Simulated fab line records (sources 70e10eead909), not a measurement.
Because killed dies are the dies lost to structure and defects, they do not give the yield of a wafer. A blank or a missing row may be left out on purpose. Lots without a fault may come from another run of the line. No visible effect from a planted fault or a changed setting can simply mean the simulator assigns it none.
Chamber matching ; flow nand_harc ; NHARC_P_M0_DESCUM_14 on rie_diel-12 has 4 sister chambers
The step chemistry O2, time 3 s. 24 wafers are shown with their chamber, then 12 later ones without.

## WAFERS WITH THEIR CHAMBER
wafer;chamber;drypump_motor_current_A (A);oes_product_au (a.u.);throttle_valve_pct (%)
L074.1;0;5.93;1.007;11.319
L074.2;1;5.68;0.996;11.307
L074.6;3;5.11;0.978;11.323
L075.2;3;5.15;0.970;11.318
L075.4;0;5.94;1.003;11.311
L075.5;1;5.64;0.988;11.315
L081.2;3;5.14;0.975;11.309
L081.4;0;5.93;1.007;11.292
L081.5;3;5.15;0.988;11.299
L084.1;3;5.13;0.978;11.312
L084.2;1;5.63;0.992;11.306
L084.6;1;5.62;0.998;11.308
L085.1;0;5.91;1.002;11.304
L085.5;2;5.54;0.972;11.331
L085.6;3;5.14;0.980;11.322
L087.1;2;5.52;1.000;11.310
L087.5;3;5.12;0.984;11.300
L087.6;2;5.53;0.980;11.323
L087.2;1;5.63;1.001;11.306
L087.3;0;5.92;1.007;11.308
L087.4;3;5.12;0.990;11.319
L091.2;0;5.92;1.022;11.317
L091.4;3;5.12;1.005;11.318
L091.6;3;5.13;0.999;11.316

SIGNATURES (averages over the wafers above)
reading;chamber 0;chamber 1;chamber 2;chamber 3;scatter within a chamber
drypump_motor_current_A;5.9250;5.6400;5.5300;5.1310;0.0152
oes_product_au;1.00800;0.99500;0.98400;0.98470;0.00964
throttle_valve_pct;11.30850;11.30840;11.32133;11.31360;0.00842
Rule: for each reading, subtract the chamber's mean from the wafer's reading, divide by that reading's scatter and square the result; add these up over the readings and take the root, which gives the wafer's distance from the chamber. The wafer belongs to the nearest chamber; if the next one is less than 2 further off, it can't be placed. The scatter: the root of (the sum of the squares of (reading less its chamber's mean) over the shown wafers, divided by (wafers less chambers)).

## WAFERS WITHOUT THEIR CHAMBER
wafer;drypump_motor_current_A (A);oes_product_au (a.u.);throttle_valve_pct (%)
L091.1;5.65;0.990;11.315
L091.3;5.51;0.991;11.299
L091.5;5.92;1.027;11.311
L092.2;5.91;1.020;11.331
L092.4;5.66;0.997;11.307
L092.5;5.91;1.023;11.316
L093.2;5.92;1.013;11.308
L093.3;5.52;0.987;11.321
L093.5;5.51;0.989;11.316
L095.1;5.52;0.976;11.298
L095.4;5.11;0.995;11.322
L095.6;5.65;0.997;11.323

## CHAMBER TAKEN BY EACH
wafer;from the rows above;in truth
L091.1;1;1
L091.3;2;2
L091.5;0;0
L092.2;0;0
L092.4;1;1
L092.5;0;0
L093.2;0;0
L093.3;2;2
L093.5;2;2
L095.1;2;2
L095.4;3;3
L095.6;1;1
12 of 12 placed correctly. Number that these rows cannot place: 0. 0 placed wrongly.
